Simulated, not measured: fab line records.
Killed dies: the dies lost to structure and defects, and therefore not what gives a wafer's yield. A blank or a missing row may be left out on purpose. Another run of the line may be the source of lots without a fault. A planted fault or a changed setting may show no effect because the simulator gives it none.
fab line records ; flow n5-finfet
record: lots: 11; wafers: 33; last-day: 18
route steps=1938 shown SD_EPI_P@316 SD_ACTIVATION@331 ILD0@335 PASSIVATION@1936
lots untouched by any fault: they come from a run of this same line in which no faults occurred
start-h: the number of hours between the record's first day and the start of the first shown wafer of the lot ; wait-h: time in hours since the lot's previous step ; " as in the row above ; L1.1+2: a single row standing in for several wafers ; - no value, or no start was given ; * or withheld: withheld ; < > ~ a bound
route shown NAME@n: NAME is a module with steps in the file, n the number in the route of the first one ; usual: average and standard deviation across the fault-free wafers ; same: alike in all rows ; chamber/n: place in a boat ; sites: per-site readings ; _std_site: standard deviation across them ; _edge_site: inner sites' mean taken away from outer sites' mean ; radius-mm: how far each site lies from the wafer's centre ; mask NAME#n: copy n ; behind: the most recent tool/chamber to have shaped the wafer ; hold: why the lot was held/for how many hours/how that ended ; device: whichever transistor did not switch (one of n, p or np) ; end of line: tests of these same wafers at the route's end ; a step without rows: its recipe alone ; killed: at the first sort, the dies lost to defects and structure; wafer yield is something else ; map: a wafer's dies, marking killed ones x, the rest . and places with no die _
set.NAME: the setting the step ran with; set.NAME@STEP: the setting that earlier step ran with ; model.NAME: the simulator's own value behind a step, which no gauge read
steps of the route over a sample of lots; a table a step, a row a wafer
services: when a tool's chamber went out of use (start-h, in hours from the record's first day, below 0 if earlier), for how many hours, and the reason
== steps ==
step: N5_SD_EPI_P_STRIP_40
recipe: chemistry: N2/H2; power-w: 1000; temp-c: 250; h2-frac: 0.65; overash-fraction: 0.3; pressure-mtorr: withheld; n2-flow-sccm: 1750; h2-flow-sccm: 3250
usual: drypump-motor-current-A: 5.9/0.51; heater-power-w: 341/52; oes-product-au: 0.762/0.011; temp-c: 250.00/0.18
lot.wafer;tool;chamber;start-h;wait-h;drypump-motor-current-A;heater-power-w;oes-product-au;rf-hours-counter-h;temp-c
L682.1;plasma-asher-02;0;60.92;0.0;5.1;346;0.769;34;250.10
L682.4;plasma-asher-02;0;60.92;0.0;5.1;339;0.745;-;249.84
L682.5;plasma-asher-02;0;60.92;0.0;5.1;344;0.778;-;249.54
L683.2;plasma-asher-01;1;68.56;0.0;6.5;348;0.780;88;249.83
L683.3;plasma-asher-01;1;68.56;0.0;6.5;363;0.765;-;249.83
L683.5;plasma-asher-01;0;68.56;0.0;6.1;271;0.744;-;250.31
L686.4;plasma-asher-02;1;86.45;0.0;5.8;417;0.761;-;250.10
L686.5;plasma-asher-02;0;86.45;0.0;5.1;356;0.761;-;250.15
L686.6;plasma-asher-02;1;86.45;0.0;5.8;411;0.788;-;250.03
L688.1;plasma-asher-01;1;96.21;0.0;6.5;355;0.761;93;250.27
L688.4;plasma-asher-01;0;96.21;0.0;6.0;266;0.763;-;250.05
L688.5;plasma-asher-01;0;96.21;0.0;6.0;274;0.753;-;250.06
L695.1;plasma-asher-01;1;145.94;0.0;6.5;355;0.767;103;250.12
L695.4;plasma-asher-01;0;145.94;0.0;6.1;264;0.764;-;249.88
L695.6;plasma-asher-01;1;145.94;0.0;6.5;356;0.780;-;249.86
L697.1;plasma-asher-02;1;151.00;0.0;5.8;422;0.771;49;249.95
L697.5;plasma-asher-02;1;151.00;0.0;5.9;423;0.760;-;249.99
L697.6;plasma-asher-02;0;151.00;0.0;5.1;345;0.775;-;250.20
L699.2;plasma-asher-01;0;163.14;0.0;6.1;269;0.769;106;250.01
L699.4;plasma-asher-01;1;163.14;0.0;6.6;355;0.763;-;250.41
L699.5;plasma-asher-01;0;163.14;0.0;6.1;268;0.751;-;250.28
L700.2;plasma-asher-01;0;172.09;0.0;6.1;267;0.742;108;249.91
L700.3;plasma-asher-01;0;172.09;0.0;6.1;265;0.770;-;249.90
L700.4;plasma-asher-01;1;172.09;0.0;6.5;359;0.766;-;249.91
L701.2;plasma-asher-01;0;174.47;0.1;6.0;266;0.755;109;249.99
L701.4;plasma-asher-01;0;174.47;0.1;6.0;273;0.766;-;250.13
L701.5;plasma-asher-01;1;174.47;0.1;6.5;362;0.758;-;249.92
L702.1;plasma-asher-01;0;181.38;0.0;6.0;271;0.756;110;250.07
L702.3;plasma-asher-01;0;181.38;0.0;6.0;273;0.770;-;250.18
L702.6;plasma-asher-01;1;181.38;0.0;6.5;350;0.771;-;249.71
L703.2;plasma-asher-02;0;189.20;0.0;5.1;351;0.768;57;250.16
L703.4;plasma-asher-02;0;189.20;0.0;5.1;346;0.775;-;250.31
L703.6;plasma-asher-02;1;189.20;0.0;5.8;415;0.748;-;250.37
step: N5_SD_EPI_P_EPI_21
recipe: material: SiGe:B; dopant: B; temp-c: 550; pressure-torr: 20; ambient: H2; time-s: 355
usual: epi-growth-time-s: 355/0
lot.wafer;tool;chamber;start-h;wait-h;epi-growth-time-s
L682.1;epi-rpcvd-03;0;61.56;0.2;355
L682.4;epi-rpcvd-03;0;63.00;1.5;355
L682.5;epi-rpcvd-03;0;63.00;1.5;355
L683.2;epi-rpcvd-04;0;69.68;0.6;355
L683.3;epi-rpcvd-04;0;69.68;0.6;355
L683.5;epi-rpcvd-04;0;69.68;0.6;355
L686.4;epi-rpcvd-04;0;88.02;1.1;305.34
L686.5;epi-rpcvd-04;0;88.02;1.1;305.34
L686.6;epi-rpcvd-04;0;88.02;1.1;355
L688.1;epi-rpcvd-04;0;96.72;0.1;305.34
L688.4;epi-rpcvd-04;0;97.80;1.1;305.34
L688.5;epi-rpcvd-04;0;97.80;1.1;305.34
L695.1;epi-rpcvd-01;0;146.73;0.3;355
L695.4;epi-rpcvd-01;0;148.65;2.0;355
L695.6;epi-rpcvd-01;0;149.93;3.2;355
L697.1;epi-rpcvd-04;0;151.64;0.2;355
L697.5;epi-rpcvd-04;0;154.20;2.6;355
L697.6;epi-rpcvd-04;0;154.20;2.6;355
L699.2;epi-rpcvd-04;0;164.04;0.5;355
L699.4;epi-rpcvd-04;0;164.04;0.5;355
L699.5;epi-rpcvd-04;0;164.04;0.5;355
L700.2;epi-rpcvd-03;0;172.97;0.5;355
L700.3;epi-rpcvd-03;0;172.97;0.5;355
L700.4;epi-rpcvd-03;0;172.97;0.5;355
L701.2;epi-rpcvd-01;0;175.59;0.6;355
L701.4;epi-rpcvd-01;0;175.59;0.6;355
L701.5;epi-rpcvd-01;0;175.59;0.6;355
L702.1;epi-rpcvd-01;0;182.01;0.2;355
L702.3;epi-rpcvd-01;0;182.01;0.2;355
L702.6;epi-rpcvd-01;0;184.41;2.4;355
L703.2;epi-rpcvd-04;0;190.08;0.5;355
L703.4;epi-rpcvd-04;0;190.08;0.5;355
L703.6;epi-rpcvd-04;0;190.08;0.5;355
step: N5_SD_EPI_P_EPI_MEAS_23
recipe: mode: xrd
usual: thk-nm: 61.0/1.3
lot.wafer;tool;chamber;start-h;wait-h;thk-nm
L682.1;film-metro-02;-;64.48;2.4;61.2
L682.4;film-metro-02;-;64.48;2.4;60.6
L682.5;film-metro-02;-;64.48;2.4;58.4
L683.2;film-metro-01;-;72.12;2.0;62.3
L683.3;film-metro-01;-;72.12;2.0;62.6
L683.5;film-metro-01;-;72.12;2.0;60.5
L686.4;film-metro-02;-;89.15;0.8;56.5
L686.5;film-metro-02;-;89.15;0.8;57.7
L686.6;film-metro-02;-;89.15;0.8;61.0
L688.1;film-metro-01;-;98.92;1.8;55.0
L688.4;film-metro-01;-;98.92;1.8;54.5
L688.5;film-metro-01;-;98.92;1.8;54.7
L695.1;film-metro-01;-;150.61;3.2;59.7
L695.4;film-metro-01;-;150.61;3.2;61.5
L695.6;film-metro-01;-;150.61;3.2;61.3
L697.1;film-metro-02;-;155.51;3.2;60.9
L697.5;film-metro-02;-;155.51;3.2;60.3
L697.6;film-metro-02;-;155.51;3.2;61.4
L699.2;film-metro-01;-;165.87;1.5;63.9
L699.4;film-metro-01;-;165.87;1.5;61.0
L699.5;film-metro-01;-;165.87;1.5;60.4
L700.2;film-metro-02;-;174.81;1.5;60.6
L700.3;film-metro-02;-;174.81;1.5;59.8
L700.4;film-metro-02;-;174.81;1.5;61.1
L701.2;film-metro-02;-;178.02;2.0;59.5
L701.4;film-metro-02;-;178.02;2.0;61.1
L701.5;film-metro-02;-;178.02;2.0;63.0
L702.1;film-metro-01;-;184.93;2.4;59.1
L702.3;film-metro-01;-;184.93;2.4;60.7
L702.6;film-metro-01;-;184.93;2.4;60.2
L703.2;film-metro-01;-;191.91;1.5;61.6
L703.4;film-metro-01;-;191.91;1.5;63.1
L703.6;film-metro-01;-;191.91;1.5;59.1
step: N5_SD_ACTIVATION_LSA_01
recipe: temp-c: 1080; time-s: 0.0008; ambient: N2
usual: wafer_temp_C_max: 1084.3/1.5
lot.wafer;tool;chamber;start-h;wait-h;wafer_temp_C_max
L682.1;laser-anneal-02;0;65.14;0.3;1085.7
L682.4;laser-anneal-02;0;65.14;0.3;1087.9
L682.5;laser-anneal-02;0;65.14;0.3;1086.1
L683.2;laser-anneal-01;0;72.73;0.3;1084.9
L683.3;laser-anneal-01;0;72.73;0.3;1082.4
L683.5;laser-anneal-01;0;72.73;0.3;1084.4
L686.4;laser-anneal-02;0;89.63;0.2;1085.3
L686.5;laser-anneal-02;0;89.63;0.2;1086.4
L686.6;laser-anneal-02;0;89.63;0.2;1090.0
L688.1;laser-anneal-02;0;99.32;0.2;1086.2
L688.4;laser-anneal-02;0;99.32;0.2;1084.7
L688.5;laser-anneal-02;0;99.32;0.2;1085.8
L695.1;laser-anneal-01;0;151.03;0.2;1083.7
L695.4;laser-anneal-01;0;151.03;0.2;1083.7
L695.6;laser-anneal-01;0;151.03;0.2;1084.5
L697.1;laser-anneal-01;0;155.92;0.2;1083.2
L697.5;laser-anneal-01;0;155.92;0.2;1083.1
L697.6;laser-anneal-01;0;155.92;0.2;1082.7
L699.2;laser-anneal-01;0;166.31;0.2;1085.0
L699.4;laser-anneal-01;0;166.31;0.2;1083.7
L699.5;laser-anneal-01;0;166.31;0.2;1083.7
L700.2;laser-anneal-01;0;175.42;0.2;1083.1
L700.3;laser-anneal-01;0;175.42;0.2;1085.6
L700.4;laser-anneal-01;0;175.42;0.2;1082.5
L701.2;laser-anneal-01;0;178.50;0.2;1085.8
L701.4;laser-anneal-01;0;178.50;0.2;1083.6
L701.5;laser-anneal-01;0;178.50;0.2;1083.3
L702.1;laser-anneal-01;0;185.72;0.3;1084.1
L702.3;laser-anneal-01;0;185.72;0.3;1084.4
L702.6;laser-anneal-01;0;185.72;0.3;1084.6
L703.2;laser-anneal-01;0;192.35;0.2;1084.0
L703.4;laser-anneal-01;0;192.35;0.2;1083.5
L703.6;laser-anneal-01;0;192.35;0.2;1082.7
step: N5_ILD0_LINER_00
recipe: material: SiNx; target-thk-a: 40; temp-c: 400; ald-precursor-family: SiH2I2; ald-co-reactant: N2/H2-plasma; pulse-time-s: 1; purge-time-s: 2; co-reactant-purge-time-s: 2; ald-cycles: 80; pressure-torr: 2
usual: heater-power-w: 853/90; precursor-pulse-height-rel: 1.001/0.023
lot.wafer;tool;chamber;start-h;wait-h;heater-power-w;precursor-pulse-height-rel
L682.1;ald-sin-03;0;65.71;0.0;824;1.016
L682.4;ald-sin-03;3;65.71;0.0;798;1.021
L682.5;ald-sin-03;0;65.71;0.0;845;1.044
L683.2;ald-sin-01;3;73.26;0.0;940;1.038
L683.3;ald-sin-01;0;73.26;0.0;823;0.957
L683.5;ald-sin-01;2;73.26;0.0;1042;1.047
L686.4;ald-sin-04;2;90.57;0.5;856;1.006
L686.5;ald-sin-04;0;90.57;0.5;689;1.006
L686.6;ald-sin-04;1;90.57;0.5;876;1.019
L688.1;ald-sin-03;2;99.90;0.1;941;1.075
L688.4;ald-sin-03;1;99.90;0.1;772;1.004
L688.5;ald-sin-03;0;99.90;0.1;820;0.998
L695.1;ald-sin-04;3;151.60;0.0;909;0.995
L695.4;ald-sin-04;0;151.60;0.0;729;1.002
L695.6;ald-sin-04;3;151.60;0.0;893;1.015
L697.1;ald-sin-03;1;156.55;0.1;774;0.974
L697.5;ald-sin-03;3;156.55;0.1;793;1.001
L697.6;ald-sin-03;0;156.55;0.1;817;0.975
L699.2;ald-sin-03;3;166.95;0.1;767;1.034
L699.4;ald-sin-03;2;166.95;0.1;947;0.996
L699.5;ald-sin-03;2;166.95;0.1;955;1.003
L700.2;ald-sin-03;2;175.96;0.0;931;0.969
L700.3;ald-sin-03;0;175.96;0.0;805;1.006
L700.4;ald-sin-03;1;175.96;0.0;787;0.996
L701.2;ald-sin-03;2;179.04;0.0;953;0.980
L701.4;ald-sin-03;0;179.04;0.0;784;1.002
L701.5;ald-sin-03;3;179.04;0.0;773;0.983
L702.1;ald-sin-03;0;186.83;0.6;815;1.011
L702.3;ald-sin-03;2;186.83;0.6;966;0.991
L702.6;ald-sin-03;3;186.83;0.6;808;0.995
L703.2;ald-sin-04;0;193.02;0.2;702;1.009
L703.4;ald-sin-04;2;193.02;0.2;880;1.031
L703.6;ald-sin-04;0;193.02;0.2;718;0.986
step: N5_PASSIVATION_PROBE_49
usual: killed_at_M0_to_M3: 36/11; killed_at_M4_up: 14/5.6; killed-at-contacts: 11/5.6; killed-at-front-end: 40/12; killed-at-other: 4/3.2; killed-dies: 105/17; killed-open: 69/12; killed-short: 34/8.4
same: gross-dies: 1180; killed-at-back-side: 0
lot.wafer;tool;chamber;start-h;wait-h;killed_at_M0_to_M3;killed_at_M4_up;killed-at-contacts;killed-at-front-end;killed-at-other;killed-dies;killed-open;killed-short
L703.2;prober-01;-;443.33;0.1;38;15;13;44;1;111;68;42
L703.4;prober-01;-;443.43;0.2;41;11;30;56;2;140;90;47
L703.6;prober-01;-;443.53;0.3;48;11;5;58;0;122;82;34
killed by level:class
L703.2 BEOL_M0_SAQP:geometric-particle:short=17 STI_FIN_REVEAL:geometric-particle:open=14 MOL_CONTACT_COAG:geometric-particle:open=11 BEOL_M4:geometric-particle:open=8 FIN_SAQP:geometric-particle:open=7 BEOL_M2:geometric-particle:open=7 FIN_SAQP:geometric-particle:short=6 STI_FIN_REVEAL:geometric-particle:short=5
L703.4 MOL_CONTACT_COAG:geometric-particle:open=27 FIN_SAQP:geometric-particle:short=14 FIN_SAQP:geometric-particle:open=12 STI_FIN_REVEAL:geometric-particle:open=11 BEOL_M0_SAQP:geometric-particle:short=7 BEOL_M1:geometric-particle:open=7 BEOL_M3:geometric-particle:open=6 BEOL_M4:geometric-particle:open=6
L703.6 FIN_SAQP:geometric-particle:open=21 FIN_SAQP:geometric-particle:short=14 BEOL_M0_SAQP:geometric-particle:open=14 BEOL_M0_SAQP:geometric-particle:short=9 STI_FIN_REVEAL:geometric-particle:open=7 BEOL_M1:geometric-particle:open=7 BEOL_M0:geometric-particle:open=6 BEOL_M2:geometric-particle:open=6
== services ==
tool;chamber;start-h;hours;kind
ald-sin-04;-;44.97;2.8;pm
plasma-asher-02;-;46.14;2.1;repair
ald-sin-01;1;48.13;11.9;repair
laser-anneal-02;-;48.24;2.7;pm
plasma-asher-02;-;51.01;2.0;repair
epi-rpcvd-04;-;51.45;0.7;repair
epi-rpcvd-03;-;72.76;8.1;pm
laser-anneal-01;-;79.02;0.5;repair
ald-sin-03;-;79.71;2.8;pm
ald-sin-03;-;85.81;14.0;pm
ald-sin-03;0;85.81;14.0;vent-cycle
ald-sin-03;1;85.81;14.0;vent-cycle
ald-sin-03;2;85.81;14.0;vent-cycle
ald-sin-03;3;85.81;14.0;vent-cycle
ald-sin-01;2;93.51;33.4;repair
ald-sin-03;0;99.81;-;clean
ald-sin-03;1;99.81;-;clean
ald-sin-03;-;104.73;6.1;pm
laser-anneal-01;-;106.03;0.5;repair
ald-sin-03;1;127.01;11.4;repair
ald-sin-01;0;131.12;7.1;repair
laser-anneal-02;-;135.75;82.3;pm
epi-rpcvd-04;-;155.48;2.8;pm
epi-rpcvd-04;-;168.48;0.8;pm
== key ==
first-sign: step: N5_SD_EPI_P_EPI_21; reading: epi-growth-time-s; direction: down; sigmas: 99+; usual: *; struck: *
effect: step: N5_SD_EPI_P_EPI_MEAS_23; reading: thk-nm; direction: down; sigmas: 4; usual: *; struck: *
met-at N5_SD_EPI_P_EPI_21
struck-lots L686,L688
struck-wafers L686.4,L686.5,L688.1,L688.4,L688.5
tester-left-out L686,L688
not-acting-at N5_SD_EPI_P_STRIP_40,N5_SD_ACTIVATION_LSA_01,N5_ILD0_LINER_00
onset-between 69.68 88.02
fault: kind: process-parameter-drift; tool: epi-rpcvd-04; chamber: -; onset-h: 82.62; steps: N5_SD_EPI_P_EPI_21; channel: epi-growth-time-s; offset: *; shape: step; end-h: 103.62; scope: struck-wafers-only; acts-in: *; stated: *
tester-left-out: of these lots the tester's yield and bins aren't shown, on N5 and GAA mostly nor the transistor test; their killed dies are dies lost to structure and defects alone, not to doping, threshold or leakage, so they don't give the yield
